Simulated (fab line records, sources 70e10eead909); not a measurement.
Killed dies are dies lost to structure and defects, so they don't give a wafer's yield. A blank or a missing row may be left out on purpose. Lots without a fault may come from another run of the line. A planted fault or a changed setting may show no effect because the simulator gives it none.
Chamber matching | flow nand_harc | NHARC_A_WL_FILL_ALD_10 on ald_hk-04: 4 sister chambers
The step deposits SiO2, target thk 50 nm, pulse time 10 s, ald cycles 500. 8 wafers are shown with their chamber, then 8 later ones without.

WAFERS WITH THEIR CHAMBER
wafer  | chamber | precursor_pulse_height_rel | heater_power_w (W)
L089.1 | 3       | 0.962                      | 469
L089.3 | 0       | 1.017                      | 504
L089.5 | 1       | 0.992                      | 491
L089.6 | 2       | 0.955                      | 504
L093.1 | 3       | 0.991                      | 461
L093.2 | 2       | 0.996                      | 503
L093.3 | 1       | 1.001                      | 500
L093.4 | 0       | 1.016                      | 488

WAFERS WITHOUT THEIR CHAMBER
wafer  | precursor_pulse_height_rel | heater_power_w (W)
L093.5 | 0.963                      | 487
L093.6 | 1.016                      | 470
L097.1 | 0.992                      | 498
L097.2 | 0.997                      | 485
L097.3 | 0.973                      | 480
L097.4 | 0.981                      | 475
L097.5 | 1.032                      | 496
L097.6 | 0.994                      | 474

WHICH CHAMBER EACH WENT THROUGH
wafer  | from the rows above               | in truth
L093.5 | can't be placed: 1 or 2 or 3 or 0 | 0
L093.6 | can't be placed: 3 or 0 or 1      | 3
L097.1 | can't be placed: 1 or 2 or 0      | 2
L097.2 | can't be placed: 1 or 0 or 2 or 3 | 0
L097.3 | can't be placed: 3 or 1 or 0 or 2 | 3
L097.4 | can't be placed: 3 or 1           | 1
L097.5 | can't be placed: 0 or 1           | 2
L097.6 | can't be placed: 3 or 1 or 0      | 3
Placed correctly: 0 of 8. Can't be placed from these rows: 8 (the true chamber is among the candidates in 7). Placed wrongly: 0.
How it was worked out, from the rows above alone: a wafer's distance from a chamber is the root of the sum, over the readings, of the square of ((its reading less the chamber's mean) divided by the reading's scatter). The wafer belongs to the nearest chamber; if the next one is less than 2 further off, it can't be placed. A chamber's mean is the mean of its shown wafers. The scatter: the root of (the sum of the squares of (reading less its chamber's mean) over the shown wafers, divided by (wafers less chambers)).
